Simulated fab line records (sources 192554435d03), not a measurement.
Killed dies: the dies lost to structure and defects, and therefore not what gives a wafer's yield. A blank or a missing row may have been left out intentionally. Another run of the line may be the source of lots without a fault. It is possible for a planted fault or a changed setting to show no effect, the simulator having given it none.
Matching of chambers	flow n5_finfet	rie_diel-03 running N5_PASSIVATION_PASS_ETCH_74: 4 sister chambers
The step etches SiNx in CF4/O2, target depth 220 nm, time 110 s. 4 wafers are shown with their chamber, then 8 later ones without.

== WAFERS WITH THEIR CHAMBER ==
wafer	chamber	showerhead_plenum_p_Torr (Torr)
L086.6	0	2.16
L090.5	3	2.18
L090.6	2	2.30
L093.1	1	2.30

== WAFERS WITH NO CHAMBER GIVEN ==
wafer	showerhead_plenum_p_Torr (Torr)
L093.3	2.15
L093.4	2.30
L091.1	2.15
L091.3	2.30
L091.5	2.30
L097.3	2.17
L097.5	2.15
L097.6	2.30

== CHAMBER TAKEN BY EACH ==
wafer	from the rows above	in truth
L093.3	0	0
L093.4	can't be placed: 1 or 2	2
L091.1	0	0
L091.3	can't be placed: 1 or 2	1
L091.5	can't be placed: 1 or 2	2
L097.3	can't be placed: 0 or 3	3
L097.5	0	0
L097.6	can't be placed: 1 or 2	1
Placed correctly: 3 of 8. Cannot be placed on the basis of these rows: 5; the candidates contain the true chamber in 5. Wrongly placed: 0.
How it was worked out, from the rows above alone: a wafer's distance from a chamber is the root of the sum, over the readings, of the square of ((its reading less the chamber's mean) divided by the reading's scatter). If the next closest chamber is less than 2 further off than the closest, the wafer can't be placed; otherwise it belongs to the closest. Each chamber's mean is taken over the wafers shown for it. The scatter (one wafer shown for each chamber): square how far every hidden wafer sits from the nearest shown wafer, average those squares and take the square root.
